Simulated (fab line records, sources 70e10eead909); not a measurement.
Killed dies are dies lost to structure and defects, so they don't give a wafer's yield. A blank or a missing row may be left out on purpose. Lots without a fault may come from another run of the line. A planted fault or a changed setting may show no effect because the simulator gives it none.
fab line records | flow nand_harc
record lots=9 wafers=27 last_day=31
route steps=1302 shown A_CHANNEL_HOLE_D1@473 END@1302
lots that met no fault: from a run of the same line without faults
start_h: hours from the record's first day to the start of the lot's first wafer shown | wait_h: hours since the lot's step before | " the same as in the row above | L1.1+2: a row that stands for several wafers | - no value, or no start given | * or withheld: withheld | < > ~ a bound
route shown NAME@n: a module of which the file shows steps, and the number in the route of the first | usual: mean/standard deviation of fault-free wafers | same: alike in all rows | chamber/n: place in a boat | sites: the reading at each site | _std_site: their standard deviation | _edge_site: outer sites' mean less inner sites' | radius_mm: how far each site lies from the wafer's centre | mask NAME#n: copy n | behind: the tool/chamber that last shaped the wafer | hold: why the lot was held/for how many hours/how that ended | device: the transistor (n, p or np) that didn't switch | end of line: the same wafers' tests at the end of the route | a step without rows: its recipe alone | killed: dies lost to structure and defects at the first sort, not the wafer's yield | map: a wafer's dies, x killed, . not, _ none there
set.NAME: the setting as run; set.NAME@STEP: as run at that earlier step | model.NAME: the simulator's own value behind a step, which no gauge read
steps of the route over a sample of lots; a table a step, a row a wafer
services: from which hour (start_h, from the record's first day; less than 0 if before it) a tool's chamber was out of use, for how many hours, and why
## steps
# step NHARC_A_CHANNEL_HOLE_D1_ETCH_21
# recipe bias_v=3000 source_w=withheld pressure_mtorr=20 time_s=514.3 ar_flow_sccm=375 c4f8_flow_sccm=89.3 o2_flow_sccm=35.7 temp_c=-20 target_depth_a=16000 chemistry=C4F8/O2/Ar
# usual c4f8_flow_sccm=89.34/0.25 chamber_pressure_mTorr=20.001/0.019 drypump_motor_current_A=6.3/0.37 he_backside_leak_sccm=6.4/0.87 mfc_ar_sccm=375.0/1.1 o2_flow_sccm=35.71/0.1 showerhead_plenum_p_Torr=3.68/0.078 temp_c=-20.01/0.11 throttle_valve_pct=32.154/0.01
# columns lot.wafer tool chamber start_h wait_h c4f8_flow_sccm chamber_pressure_mTorr drypump_motor_current_A he_backside_leak_sccm mfc_ar_sccm o2_flow_sccm rf_hours_counter_h showerhead_plenum_p_Torr temp_c throttle_valve_pct
L553.2 har_etch-01 0 204.60 0.3 89.05 20.000 6.6 5.7 376.4 35.55 100 3.73 -20.16 32.157
L553.4 " 1 " " 89.16 19.974 5.7 6.3 374.8 35.62 - 3.70 -20.22 32.158
L553.5 " 0 " " 89.66 20.009 6.6 5.8 374.4 35.54 - 3.73 -20.09 32.148
L556.2 har_etch-01 0 238.86 0.3 89.66 20.008 6.5 6.0 374.5 35.81 119 3.72 -19.92 32.157
L556.4 " 0 " " 89.50 20.008 6.6 5.8 374.8 35.80 - 3.72 -20.03 32.129
L556.6 " 1 " " 89.01 19.998 5.7 6.2 374.1 35.64 - 3.69 -19.86 32.145
L557.3 har_etch-02 1 240.19 0.3 89.39 20.002 6.2 6.5 377.0 35.67 - 3.58 -20.14 32.139
L557.5 " 1 " " 89.57 20.025 6.2 5.9 377.0 35.61 - 3.58 -20.12 32.165
L557.6 " 0 " " 88.90 20.018 6.6 7.6 374.6 35.56 - 3.75 -19.87 32.157
L558.4 har_etch-02 1 254.53 0.3 89.44 20.009 6.2 6.4 374.4 35.79 - 3.58 -20.02 32.153
L558.5 " 0 " " 89.78 20.005 6.6 7.2 374.3 35.69 - 3.74 -19.91 32.160
L558.6 " 1 " " 89.25 19.977 6.2 6.7 375.0 35.53 - 3.58 -20.13 32.152
L563.2 har_etch-01 0 295.27 0.3 89.17 19.992 6.6 5.8 373.9 35.68 154 3.70 -19.87 32.156
L563.1 " 1 " " 89.51 19.962 5.7 6.5 374.5 35.87 154 3.67 -19.98 32.172
L563.6 " 1 " " 89.32 19.998 5.7 6.6 374.2 35.85 - 3.67 -20.08 32.142
L564.2 har_etch-02 1 311.76 0.3 88.99 20.016 6.2 6.4 375.4 35.82 370 3.56 -20.05 32.173
L564.3 " 0 " " 89.46 19.976 6.6 6.8 374.7 35.71 - 3.73 -20.07 32.160
L564.6 " 1 " " 89.58 19.997 6.2 6.4 375.7 35.88 - 3.56 -20.05 32.133
L565.2 har_etch-02 1 332.98 0.3 89.13 19.980 6.2 6.4 375.1 35.74 385 3.55 -20.07 32.144
L565.4 " 1 " " 89.18 20.021 6.2 6.5 377.2 35.75 - 3.55 -19.92 32.150
L565.5 " 0 " " 89.55 20.011 6.6 7.3 377.0 35.75 - 3.72 -19.86 32.161
L568.2 har_etch-02 0 350.68 0.3 89.28 20.006 6.6 8.2 375.1 35.97 393 3.71 -20.01 32.150
L568.4 " 0 " " 89.31 19.997 6.6 7.8 376.8 35.85 - 3.71 -19.85 32.153
L568.6 " 0 " " 88.70 19.989 6.6 7.8 376.0 35.76 - 3.71 -20.03 32.166
L567.1 har_etch-01 0 351.29 0.3 89.06 20.009 6.6 6.2 373.6 35.57 184 3.68 -20.10 32.163
L567.6 " 1 " " 89.81 19.997 5.7 6.6 375.4 35.52 - 3.65 -20.05 32.160
L567.5 " 0 " " 89.21 20.000 6.6 6.1 375.2 35.62 - 3.68 -19.89 32.149
# step NHARC_A_CHANNEL_HOLE_D1_ETCH_22
# recipe bias_v=3000 source_w=withheld pressure_mtorr=20 time_s=666.7 ar_flow_sccm=375 c4f8_flow_sccm=89.3 o2_flow_sccm=35.7 temp_c=-20 target_depth_a=16000 chemistry=C4F8/O2/Ar
# usual c4f8_flow_sccm=89.28/0.27 chamber_pressure_mTorr=19.998/0.019 drypump_motor_current_A=6.3/0.37 he_backside_leak_sccm=6.4/0.89 mfc_ar_sccm=374.9/1.1 o2_flow_sccm=35.69/0.11 showerhead_plenum_p_Torr=3.68/0.078 temp_c=-20.00/0.095 throttle_valve_pct=32.155/0.0089
# columns lot.wafer tool chamber start_h wait_h c4f8_flow_sccm chamber_pressure_mTorr drypump_motor_current_A he_backside_leak_sccm mfc_ar_sccm o2_flow_sccm rf_hours_counter_h showerhead_plenum_p_Torr temp_c throttle_valve_pct
L553.2 har_etch-01 0 205.04 0.4 89.76 20.040 6.6 5.9 376.0 35.82 101 3.73 -20.05 32.166
L553.4 " 1 " " 89.82 19.999 5.7 6.1 374.8 35.79 - 3.69 -19.83 32.147
L553.5 " 0 " " 89.27 19.985 6.5 5.8 375.8 35.68 - 3.73 -20.24 32.170
L556.2 har_etch-01 0 239.30 0.4 89.33 20.006 6.6 5.7 372.5 35.78 120 3.72 -19.78 32.161
L556.4 " 0 " " 88.98 19.992 6.6 5.6 372.5 35.65 - 3.72 -19.93 32.152
L556.6 " 1 " " 89.28 20.015 5.7 6.4 374.9 35.56 - 3.69 -19.99 32.157
L557.3 har_etch-02 1 240.68 0.4 88.92 19.968 6.2 6.2 375.8 35.70 - 3.58 -19.89 32.157
L557.5 " 1 " " 89.17 19.991 6.2 6.5 376.0 35.63 - 3.58 -19.95 32.150
L557.6 " 0 " " 89.36 19.995 6.6 7.3 373.5 35.68 - 3.75 -20.13 32.162
L558.4 har_etch-02 1 255.04 0.4 89.61 19.961 6.2 6.3 375.2 35.75 - 3.58 -20.05 32.166
L558.5 " 0 " " 89.25 20.020 6.6 7.1 374.4 35.72 - 3.74 -20.04 32.157
L558.6 " 1 " " 89.44 19.969 6.2 6.4 374.1 35.98 - 3.58 -20.03 32.161
L563.2 har_etch-01 0 295.71 0.4 89.30 19.991 6.6 5.8 375.8 35.63 154 3.70 -20.15 32.161
L563.1 " 1 " " 88.88 20.009 5.7 6.5 374.7 35.73 154 3.67 -20.05 32.152
L563.6 " 1 " " 89.16 19.976 5.7 6.4 374.3 35.69 - 3.67 -20.09 32.163
L564.2 har_etch-02 1 312.21 0.4 89.03 19.989 6.2 6.9 376.0 35.81 370 3.56 -19.93 32.151
L564.3 " 0 " " 89.30 20.012 6.6 7.4 375.6 35.64 - 3.73 -20.03 32.161
L564.6 " 1 " " 88.96 20.006 6.2 7.1 376.1 35.75 - 3.56 -19.85 32.169
L565.2 har_etch-02 1 333.42 0.4 89.14 19.993 6.2 6.7 375.2 35.69 385 3.55 -20.10 32.163
L565.4 " 1 " " 89.45 20.014 6.2 6.5 372.5 35.83 - 3.55 -20.06 32.173
L565.5 " 0 " " 88.94 19.998 6.6 7.5 375.0 35.73 - 3.72 -20.08 32.163
L568.2 har_etch-02 0 351.12 0.4 89.31 19.990 6.6 7.9 373.9 35.69 393 3.71 -19.88 32.170
L568.4 " 0 " " 89.51 19.978 6.6 8.5 373.9 35.64 - 3.71 -19.90 32.145
L568.6 " 0 " " 89.25 20.022 6.6 7.5 376.9 35.70 - 3.71 -20.08 32.152
L567.1 har_etch-01 0 351.75 0.4 89.42 19.975 6.6 5.8 375.8 35.53 185 3.68 -19.94 32.158
L567.6 " 1 " " 89.38 19.983 5.7 6.6 373.3 35.67 - 3.65 -20.04 32.172
L567.5 " 0 " " 89.20 20.003 6.6 5.8 376.4 35.56 - 3.68 -19.95 32.160
# step NHARC_A_CHANNEL_HOLE_D1_ETCH_23
# recipe bias_v=5000 source_w=withheld pressure_mtorr=20 time_s=819 ar_flow_sccm=375 c4f8_flow_sccm=89.3 o2_flow_sccm=35.7 temp_c=-20 target_depth_a=16000 chemistry=C4F8/O2/Ar
# usual c4f8_flow_sccm=89.34/0.23 chamber_pressure_mTorr=20.000/0.017 drypump_motor_current_A=6.3/0.37 he_backside_leak_sccm=6.4/0.76 mfc_ar_sccm=375.2/1.2 o2_flow_sccm=35.69/0.094 showerhead_plenum_p_Torr=3.68/0.078 temp_c=-20.02/0.098 throttle_valve_pct=32.155/0.009
# columns lot.wafer tool chamber start_h wait_h c4f8_flow_sccm chamber_pressure_mTorr drypump_motor_current_A he_backside_leak_sccm mfc_ar_sccm o2_flow_sccm rf_hours_counter_h showerhead_plenum_p_Torr temp_c throttle_valve_pct
L553.2 har_etch-01 0 205.61 0.5 89.83 19.986 6.6 5.7 374.8 35.69 101 3.73 -20.06 32.153
L553.4 " 1 " " 89.17 19.992 5.7 6.3 376.2 35.65 - 3.69 -20.01 32.156
L553.5 " 0 " " 89.35 19.993 6.6 5.5 374.8 35.57 - 3.73 -20.04 32.146
L556.2 har_etch-01 0 239.87 0.5 89.01 19.997 6.5 5.9 376.8 35.72 120 3.72 -20.09 32.155
L556.4 " 0 " " 89.09 19.988 6.6 5.9 374.2 35.69 - 3.72 -20.26 32.145
L556.6 " 1 " " 89.47 20.015 5.7 6.8 375.5 35.80 - 3.68 -20.01 32.159
L557.3 har_etch-02 1 241.29 0.5 89.27 19.993 6.2 6.3 375.1 35.81 - 3.58 -20.01 32.146
L557.5 " 1 " " 89.29 20.001 6.2 6.4 375.6 35.74 - 3.58 -19.94 32.157
L557.6 " 0 " " 89.06 19.988 6.6 7.0 376.3 35.63 - 3.75 -20.11 32.148
L558.4 har_etch-02 1 255.66 0.5 89.52 20.005 6.2 6.5 375.7 35.78 - 3.58 -19.96 32.169
L558.5 " 0 " " 89.31 19.991 6.6 7.6 373.4 35.91 - 3.74 -20.03 32.150
L558.6 " 1 " " 89.65 19.980 6.2 6.3 375.9 35.78 - 3.58 -20.02 32.154
L563.2 har_etch-01 0 296.27 0.5 89.67 19.997 6.6 5.9 373.8 35.89 155 3.70 -20.31 32.161
L563.1 " 1 " " 89.83 20.006 5.7 6.7 375.9 35.64 155 3.67 -19.94 32.161
L563.6 " 1 " " 89.47 19.994 5.7 6.7 374.8 35.63 - 3.67 -19.93 32.152
L564.2 har_etch-02 1 312.80 0.5 89.08 20.010 6.2 6.4 376.3 35.72 371 3.56 -20.04 32.155
L564.3 " 0 " " 89.50 19.983 6.6 7.4 375.5 35.63 - 3.73 -19.92 32.167
L564.6 " 1 " " 89.10 20.011 6.2 6.4 375.1 35.66 - 3.56 -20.00 32.155
L565.2 har_etch-02 1 333.99 0.5 89.50 19.984 6.2 6.4 377.2 35.60 386 3.55 -19.94 32.144
L565.4 " 1 " " 89.76 20.024 6.2 6.2 378.6 35.48 - 3.55 -19.97 32.157
L565.5 " 0 " " 89.33 20.010 6.6 7.8 375.6 35.78 - 3.72 -19.99 32.149
L568.2 har_etch-02 0 351.68 0.5 89.36 19.980 6.6 8.3 375.6 35.69 394 3.71 -20.00 32.176
L568.4 " 0 " " 89.23 19.971 6.6 7.8 376.4 35.67 - 3.71 -20.25 32.155
L568.6 " 0 " " 89.41 20.002 6.6 8.3 375.3 35.71 - 3.71 -19.96 32.161
L567.1 har_etch-01 0 352.35 0.5 89.15 19.993 6.6 6.0 374.4 35.86 186 3.68 -19.94 32.155
L567.6 " 1 " " 89.64 19.992 5.7 7.2 375.9 35.63 - 3.65 -20.05 32.150
L567.5 " 0 " " 89.28 19.993 6.6 5.8 374.2 35.81 - 3.68 -20.00 32.165
# step NHARC_A_CHANNEL_HOLE_D1_ETCH_44
# recipe target_depth_a=1400 overetch_a=140 time_s=77 ion_energy_ev=100 cf4_flow_sccm=80 o2_flow_sccm=20 ar_flow_sccm=0 rf_w=300 bias_w=100 chemistry=CF4/O2
# usual bias_w=100.0/0.3 cf4_flow_sccm=80.01/0.23 drypump_motor_current_A=5.5/0.46 mfc_ar_sccm=0.003/0.0056 o2_flow_sccm=19.99/0.065 oes_product_au=0.997/0.011 rf_vpp_V=197.5/1.2 showerhead_plenum_p_Torr=1.32/0.048 throttle_valve_pct=13.399/0.0086
# columns lot.wafer tool chamber start_h wait_h bias_w cf4_flow_sccm drypump_motor_current_A mfc_ar_sccm o2_flow_sccm oes_product_au rf_hours_counter_h rf_vpp_V showerhead_plenum_p_Torr throttle_valve_pct
L553.4 rie_diel-13 1 208.89 0.1 100.4 79.86 4.8 0.005 20.01 1.003 3 198.3 1.39 13.401
L553.2 " 0 " " 100.2 80.38 5.6 0 20.09 0.991 2 196.8 1.33 13.390
L553.5 " 2 " " 100.1 79.97 5.6 0.001 20.05 0.995 - 196.4 1.27 13.405
L556.2 rie_diel-13 0 243.18 0.1 100.2 79.75 5.6 0 20.02 0.973 4 198.3 1.33 13.396
L556.4 " 3 " " 100.7 80.19 5.9 0 19.99 0.990 4 196.5 1.27 13.389
L556.6 " 1 " " 99.8 80.19 4.8 0.005 20.00 0.994 - 197.9 1.39 13.392
L557.3 rie_diel-03 3 244.37 0.1 100.2 80.11 5.7 0.003 19.94 1.030 45 195.3 1.23 13.397
L557.6 " 3 " " 100.0 80.08 5.6 0.003 19.93 1.026 - 196.6 1.24 13.395
L557.5 " 0 " " 100.0 79.92 5.3 0 20.09 1.016 - 198.4 1.31 13.395
L558.4 rie_diel-13 0 258.61 0.1 100.2 79.95 5.6 0 20.03 0.988 5 196.8 1.33 13.403
L558.6 " 0 " " 100.0 80.08 5.6 0 20.11 0.979 - 198.2 1.33 13.415
L558.5 " 1 " " 100.0 79.80 4.7 0.005 20.10 1.001 - 198.8 1.39 13.409
L563.2 rie_diel-09 3 299.56 0.1 99.9 79.80 6.6 0.018 20.11 1.002 50 197.2 1.34 13.409
L563.1 " 0 " " 100.6 80.13 5.8 0.023 19.99 0.992 44 197.8 1.32 13.412
L563.6 " 0 " " 100.1 79.96 5.8 0.023 20.07 0.980 - 198.5 1.32 13.406
L564.3 rie_diel-13 1 315.98 0.1 100.3 79.90 4.7 0.005 19.91 0.988 11 198.4 1.38 13.387
L564.2 " 2 " " 100.2 80.14 5.6 0.001 19.92 0.991 11 195.8 1.27 13.410
L564.6 " 0 " " 99.7 80.21 5.6 0 20.00 0.984 - 198.0 1.33 13.390
L565.4 rie_diel-13 1 337.26 0.1 - - - - - - - - - -
L565.2 " 2 " " - - - - - - - - - -
L565.5 " 3 " " - - - - - - - - - -
L568.2 rie_diel-13 2 354.99 0.1 - - - - - - - - - -
L568.4 " 1 " " - - - - - - - - - -
L568.6 " 2 " " - - - - - - - - - -
L567.1 rie_diel-03 2 355.57 0.1 99.8 79.52 4.8 0 19.92 1.001 21 196.4 1.31 13.410
L567.5 " 3 " " 100.0 79.78 5.7 0.003 20.07 1.011 - 199.7 1.44 13.408
L567.6 " 0 " " 100.1 79.97 5.3 0 20.03 1.013 - 197.0 1.30 13.390
# step NHARC_END_SORT_01
# recipe temp_c=25
# usual killed_at_array=49/18 killed_at_other=0.7/1.1 killed_at_periphery=4.0/2.6 killed_dies=54/19 killed_open=3.4/1.7 killed_short=2.5/1.7
# same gross_dies=677
# columns lot.wafer tool chamber start_h wait_h killed_at_array killed_at_other killed_at_periphery killed_dies killed_open killed_short
L557.3 prober-02 0 604.25 3.1 52 0 0 52 8 4
L557.5 prober-02 0 605.84 3.7 58 0 3 61 6 1
L557.6 prober-02 0 606.63 4.0 63 0 4 67 2 1
L558.4 prober-02 0 633.08 3.4 78 2 1 81 3 3
L558.5 prober-02 0 633.89 3.7 60 1 5 66 2 1
L558.6 prober-02 0 634.70 4.0 77 1 5 83 4 1
L565.2 prober-01 0 693.28 2.8 671 1 5 677 2 4
L565.4 prober-01 0 694.89 3.4 673 1 3 677 3 1
L565.5 prober-01 0 695.69 3.7 668 2 7 677 4 1
L568.2 prober-01 0 735.81 2.8 672 0 5 677 5 5
L568.4 prober-01 0 737.40 3.4 670 1 6 677 6 3
L568.6 prober-01 0 738.98 4.0 674 1 2 677 2 4
# killed by level:class
L557.3 A_SLIT:chamber_film_flake=19 A_CHANNEL_HOLE_D1:chamber_film_flake=12 A_CHANNEL_HOLE_D2:chamber_film_flake=4 A_DECK1_JOINT:geometric_particle:open=2 A_ONON_D2:geometric_particle:short=2 A_WL_FILL:geometric_particle:open=2 A_CHANNEL_FILL_D1:chamber_film_flake=2 A_CONTACT:chamber_film_flake=2
L557.5 A_SLIT:chamber_film_flake=25 A_CHANNEL_HOLE_D1:chamber_film_flake=9 A_CHANNEL_HOLE_D2:chamber_film_flake=7 A_DECK1_JOINT:chamber_film_flake=4 A_CONTACT:chamber_film_flake=4 A_STAIRCASE:chamber_film_flake=3 P_CONTACT:geometric_particle:open=1 P_M1:geometric_particle:open=1
L557.6 A_CHANNEL_HOLE_D1:chamber_film_flake=29 A_SLIT:chamber_film_flake=19 A_CHANNEL_HOLE_D2:chamber_film_flake=8 A_CHANNEL_FILL_D1:chamber_film_flake=2 A_DECK1_JOINT:chamber_film_flake=2 A_CONTACT:chamber_film_flake=2 P_M2:geometric_particle:open=1 P_M2:geometric_particle:short=1
L558.4 A_SLIT:chamber_film_flake=31 A_CHANNEL_HOLE_D2:chamber_film_flake=26 A_CHANNEL_HOLE_D1:chamber_film_flake=14 THIN_TSV:chamber_film_flake=2 P_CONTACT:geometric_particle:open=1 A_ONON_D1:geometric_particle:short=1 A_CHANNEL_HOLE_D1:geometric_particle:open=1 A_DECK1_JOINT:geometric_particle:short=1
L558.5 A_CHANNEL_HOLE_D1:chamber_film_flake=22 A_SLIT:chamber_film_flake=21 A_CHANNEL_HOLE_D2:chamber_film_flake=12 P_ZERO_WELL:chamber_film_flake=3 A_BONDPAD:chamber_film_flake=2 P_CONTACT:geometric_particle:open=1 A_DECK1_JOINT:geometric_particle:short=1 A_CHANNEL_FILL_D2:geometric_particle:open=1
L558.6 A_CHANNEL_HOLE_D2:chamber_film_flake=33 A_SLIT:chamber_film_flake=25 A_CHANNEL_HOLE_D1:chamber_film_flake=12 P_M0:geometric_particle:open=2 A_STAIRCASE:chamber_film_flake=2 A_BONDPAD:chamber_film_flake=2 P_M2:geometric_particle:short=1 A_SOURCE_PLATE:geometric_particle:open=1
L565.2 A_CHANNEL_HOLE_D1:area_etch=612 A_CHANNEL_HOLE_D2:chamber_film_flake=23 A_CHANNEL_HOLE_D1:chamber_film_flake=18 A_STAIRCASE:chamber_film_flake=4 A_SLIT:chamber_film_flake=4 P_GATE:chamber_film_flake=3 A_CHANNEL_FILL_D2:geometric_particle:short=2 A_CONTACT:chamber_film_flake=2
L565.4 A_CHANNEL_HOLE_D1:area_etch=620 A_CHANNEL_HOLE_D2:chamber_film_flake=25 A_CHANNEL_HOLE_D1:chamber_film_flake=15 A_CONTACT:chamber_film_flake=4 A_STAIRCASE:chamber_film_flake=3 A_CHANNEL_FILL_D2:geometric_particle:open=2 A_WL_FILL:chamber_film_flake=2 P_CONTACT:geometric_particle:open=1
L565.5 A_CHANNEL_HOLE_D1:area_etch=604 A_CHANNEL_HOLE_D1:chamber_film_flake=31 A_CHANNEL_HOLE_D2:chamber_film_flake=18 A_STAIRCASE:chamber_film_flake=6 P_GATE:chamber_film_flake=3 P_CONTACT:geometric_particle:open=2 P_ZERO_WELL:chamber_film_flake=2 THIN_TSV:chamber_film_flake=2
L568.2 A_CHANNEL_HOLE_D1:area_etch=598 A_CHANNEL_HOLE_D1:chamber_film_flake=34 A_CHANNEL_HOLE_D2:chamber_film_flake=14 A_SLIT:chamber_film_flake=13 A_ONON_D1:geometric_particle:short=3 P_STI:chamber_film_flake=3 A_CONTACT:chamber_film_flake=3 A_CHANNEL_FILL_D1:geometric_particle:open=2
L568.4 A_CHANNEL_HOLE_D1:area_etch=577 A_CHANNEL_HOLE_D1:chamber_film_flake=44 A_SLIT:chamber_film_flake=26 A_CHANNEL_HOLE_D2:chamber_film_flake=12 A_CONTACT:chamber_film_flake=4 P_STI:chamber_film_flake=3 P_CONTACT:geometric_particle:open=2 P_M0:geometric_particle:open=1
L568.6 A_CHANNEL_HOLE_D1:area_etch=601 A_CHANNEL_HOLE_D1:chamber_film_flake=31 A_SLIT:chamber_film_flake=16 A_CHANNEL_HOLE_D2:chamber_film_flake=9 A_CONTACT:chamber_film_flake=6 A_STAIRCASE:chamber_film_flake=2 A_SOURCE_PLATE:geometric_particle:open=1 A_ONON_D1:geometric_particle:open=1
## services
# columns tool chamber start_h hours kind
rie_diel-03 1 192.97 16.2 repair
rie_diel-13 0 198.50 - clean
rie_diel-13 1 198.50 - clean
rie_diel-13 2 198.50 - clean
rie_diel-13 3 198.50 - clean
rie_diel-13 3 200.01 6.2 repair
rie_diel-13 0 223.18 - clean
rie_diel-13 1 223.18 - clean
rie_diel-13 2 223.18 - clean
rie_diel-13 3 223.18 - clean
rie_diel-09 1 225.39 4.6 repair
rie_diel-09 - 239.67 0.2 repair
rie_diel-13 0 247.68 - clean
rie_diel-13 1 247.68 - clean
rie_diel-13 2 247.68 - clean
rie_diel-13 3 247.68 - clean
rie_diel-03 - 281.56 9.0 pm
rie_diel-13 - 284.48 3.6 repair
rie_diel-03 0 294.78 38.2 repair
rie_diel-03 3 303.46 1.5 repair
rie_diel-09 0 317.77 5.8 repair
rie_diel-09 - 322.47 9.0 pm
rie_diel-13 2 337.79 12.6 repair
rie_diel-13 - 342.00 9.0 pm
## key
first_sign step=NHARC_A_CHANNEL_HOLE_D1_ETCH_44 reading=tool_record direction=missing
effect step=NHARC_END_SORT_01 reading=killed_at_array direction=up sigmas=34 usual=49 struck=671
more_kills_born_at NHARC_A_CHANNEL_HOLE_D1_ETCH_44@rie_diel-13=3610
met_at NHARC_A_CHANNEL_HOLE_D1_ETCH_44
struck_lots L565,L568
later_rows_left_out L565.2,L565.4,L565.5,L568.2,L568.4,L568.6
tester_left_out L565,L568
not_acting_at NHARC_A_CHANNEL_HOLE_D1_ETCH_21,NHARC_A_CHANNEL_HOLE_D1_ETCH_22,NHARC_A_CHANNEL_HOLE_D1_ETCH_23
onset_between 315.98 337.26
fault kind=skipped_step_whole tool=rie_diel-13 chamber=- onset_h=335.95 steps=NHARC_A_CHANNEL_HOLE_D1_ETCH_44 scope=struck_lots_only
# tester_left_out: of these lots the tester's yield and bins aren't shown, on N5 and GAA mostly nor the transistor test; their killed dies are dies lost to structure and defects alone, not to doping, threshold or leakage, so they don't give the yield
# later_rows_left_out: the simulator's readings of these wafers behind a module that went badly wrong aren't trusted and aren't shown, but for the sort
